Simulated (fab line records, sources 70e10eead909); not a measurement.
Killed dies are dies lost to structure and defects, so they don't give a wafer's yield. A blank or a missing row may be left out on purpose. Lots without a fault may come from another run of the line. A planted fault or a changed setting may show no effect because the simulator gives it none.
Problem report in the 8D (eight disciplines) form, filled by code | flow nand_harc | the parts of the form that need people (team, actions taken, sign-off) are left out

1. THE PROBLEM
killed_dies at NHARC_END_SORT_01 reads a mean of 116 on 2 wafers of 2 lots; wafers without a fault read 31 with a standard deviation of 12. That is +7.1 standard deviations from the usual mean.
First seen on wafer L532.5, day 24 07:02, on prober-01. The record holds 6 wafers of 2 lots with a number at this step. Rule for "out", or "out of limits": more than 4 standard deviations from the usual mean. The other wafers with a number count as sound.

2. WHAT IT IS AND WHAT IT IS NOT
question                    | is                   | is not
which readings at this step | killed_dies          | killed_at_other, killed_at_periphery, killed_open, killed_short
which lots                  | L530, L532           | -
which wafers of those lots  | L530.4, L532.5       | L530.1, L530.5, L532.3, L532.6
read on which gauges        | prober-01, prober-02 | -
when                        | from day 24 07:02    | up to then (1 sound wafer); but 3 sound wafers of L530, L532 came after

3. SUSPECTS, AND WHAT RULES EACH OUT
Counting: a tool at a process step up to the reading stays a suspect if it ran every lot that is out. Sound lots after the first of them don't rule it out here, since some wafers of a struck lot are sound.
- the gauge at NHARC_END_SORT_01: ruled out. The wafers that are out were read on 2 gauges (prober-01, prober-02).
- pecvd-04 at NHARC_A_SGD_CUT_DEP_00 (deposits SiNx, target thk 50 nm): kept. It ran every lot that is out, first L532 (day 15 20:26).
- rie_diel-01 at NHARC_THIN_TSV_ETCH_44 (etches the open film in CF4/O2, target depth 1594.2 nm, time 797.1 s): kept. It ran every lot that is out, first L532 (day 23 07:44).
- Within pecvd-04 at NHARC_A_SGD_CUT_DEP_00: the wafers that are out ran in chamber 0; their sound lot-mates ran in chambers 1, 2.
Left after counting: pecvd-04 at NHARC_A_SGD_CUT_DEP_00, rie_diel-01 at NHARC_THIN_TSV_ETCH_44.

4. THE CAUSE (what the simulator had put in)
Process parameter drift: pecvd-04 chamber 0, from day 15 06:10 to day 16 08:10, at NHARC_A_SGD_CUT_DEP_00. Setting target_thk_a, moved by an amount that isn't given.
Counting left 2 suspects, and this tool is among them.

5. THE CHAIN OF EFFECTS, in route order
Each row: a reading whose mean over the struck wafers that have a number lies more than 3 standard deviations from the usual. Only readings for which the record gives a usual standard deviation are gone through. hours: the time from each lot's start at the first step in this table that gives one to its start at this step, as a median over the lots. sigmas: the change in usual standard deviations.
hours | step              | reading         | usual | on struck wafers | change | sigmas
0     | NHARC_END_SORT_01 | killed_at_array | 27    | 110              | +84    | +7.0
0     | NHARC_END_SORT_01 | killed_dies     | 31    | 116              | +85    | +7.1

6. WHAT WOULD HAVE CAUGHT IT SOONER
In this record the first reading out of limits at a measuring or inspecting step was taken at day 24 07:02, 217 hours after the fault began at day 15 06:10.
Of the tool readings at NHARC_A_SGD_CUT_DEP_00 for which the record gives a usual standard deviation, none was out on any struck wafer, so an alarm limit of 4 standard deviations on them would not have fired.
All the lots that are out (2) had begun NHARC_A_SGD_CUT_DEP_00 on pecvd-04 by day 24 07:02. A hold on the tool at that time would have spared none of them.
